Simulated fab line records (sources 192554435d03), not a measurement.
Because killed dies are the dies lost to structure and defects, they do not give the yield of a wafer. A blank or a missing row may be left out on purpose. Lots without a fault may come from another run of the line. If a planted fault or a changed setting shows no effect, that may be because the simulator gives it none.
The tool behind it: which one?	flow n5_finfet	10 lots with 29 wafers sampled at 5 steps, on a route of 1938 steps

== WHAT THE GAUGES SHOWED, per wafer ==
N5_BEOL_M4_RC_MEAS_101.
lot	measured	on	DIBL_N (mV/V)
L247	day 8 04:01	prober-02	37.7 35.8 35.6
L249	day 8 10:56	prober-02	37.5 38.5 35.5
L252	day 9 10:22	prober-02	36.1 36.7 36.1
L253	day 10 03:01	prober-02	36.8 37.5
L259	day 10 20:46	prober-01	37.1 34.2 35.5
L260	day 11 04:14	prober-02	34.0 33.8 34.7
L261	day 11 06:28	prober-01	35.0 35.6 35.9
L262	day 11 21:38	prober-02	35.2 38.9 35.4
L266	day 12 21:50	prober-02	36.3 36.0 35.3
L267	day 13 01:29	prober-01	34.0 33.5 34.8

== WHICH TOOL RAN EACH LOT (tool, then ch and the chambers of the sampled wafers, then the start) ==
lot	N5_HKMG_FIN_STRIP_34	N5_HKMG_FIN_ALD_91	N5_HKMG_FIN_ALD_71	N5_HKMG_FIN_ETCHBACK_68
L247	rie_diel-03 ch 2,3, day 4 04:08	ald_metal-02 ch 1,2,3, day 4 04:50	ald_metal-01 ch 0,1,3, day 4 05:55	rie_metal-03 ch 0,1, day 4 06:28
L249	rie_diel-03 ch 0,2,3, day 4 14:04	ald_metal-01 ch 1,2,3, day 4 14:46	ald_metal-03 ch 0,1,3, day 4 15:50	rie_metal-03 ch 0, day 4 16:24
L252	rie_diel-04 ch 0,3, day 5 11:38	ald_metal-01 ch 0,1, day 5 12:23	ald_metal-03 ch 0,1,3, day 5 13:28	rie_metal-02 ch 1, day 5 14:02
L253	rie_diel-02 ch 1,2, day 5 20:16	ald_metal-03 ch 1,2, day 5 21:05	ald_metal-02 ch 0,1, day 5 22:10	rie_metal-03 ch 0,1, day 5 22:40
L259	rie_diel-02 ch 0,2,3, day 7 04:50	ald_metal-01 ch 0,1,3, day 7 05:32	ald_metal-02 ch 0,1,2, day 7 06:40	rie_metal-01 ch 0,1, day 7 07:17
L260	rie_diel-04 ch 0,1, day 7 10:13	ald_metal-01 ch 2,3, day 7 10:55	ald_metal-03 ch 0,2,3, day 7 11:59	rie_metal-03 ch 0,1, day 7 12:43
L261	rie_diel-02 ch 0,1, day 7 16:18	ald_metal-01 ch 0,1, day 7 17:00	ald_metal-03 ch 0,3, day 7 18:05	rie_metal-01 ch 0,1, day 7 18:40
L262	rie_diel-04 ch 0,1,2, day 7 22:33	ald_metal-03 ch 1,2,3, day 7 23:16	ald_metal-01 ch 0,1,3, day 8 00:20	rie_metal-02 ch 0,1, day 8 00:53
L266	rie_diel-03 ch 1,3, day 8 21:04	ald_metal-02 ch 1,2, day 8 21:46	ald_metal-01 ch 0,1, day 8 22:50	rie_metal-02 ch 0,1, day 8 23:24
L267	rie_diel-04 ch 1,3, day 9 10:20	ald_metal-03 ch 1,2,3, day 9 11:02	ald_metal-01 ch 0,2,3, day 9 12:07	rie_metal-02 ch 0,1, day 9 12:42
- N5_HKMG_FIN_STRIP_34: strips in CF4.
- N5_HKMG_FIN_ALD_91: deposits TiN, target thk 1 nm, pulse time 1 s, purge time 3 s.
- N5_HKMG_FIN_ALD_71: deposits TiN, target thk 1 nm, pulse time 1 s, purge time 3 s.
- N5_HKMG_FIN_ETCHBACK_68: etches the open film in Cl2/Ar, stops on HfO2, target depth 0.5 nm.

== THE ANSWER, worked out from the rows above alone ==
Rule: the lots themselves supply what counts as usual. Put in order of their means at a reading, lots are off if they are a third of the lots or fewer, leave a main group of 4 or more, and stand apart from it by a gap of 3 or more times the standard deviation of the main group's means; of several such gaps the widest counts. The tables above print the reading to a certain number of digits; a main group whose means all agree to those digits is not used. Also off: a lot with no number at a reading for which 4 or more lots have one. Any other lot the step has rows for is counted as sound.
None of the lots is off at any reading shown; this tells nothing.

== WHAT WAS PUT IN BY THE SIMULATOR ==
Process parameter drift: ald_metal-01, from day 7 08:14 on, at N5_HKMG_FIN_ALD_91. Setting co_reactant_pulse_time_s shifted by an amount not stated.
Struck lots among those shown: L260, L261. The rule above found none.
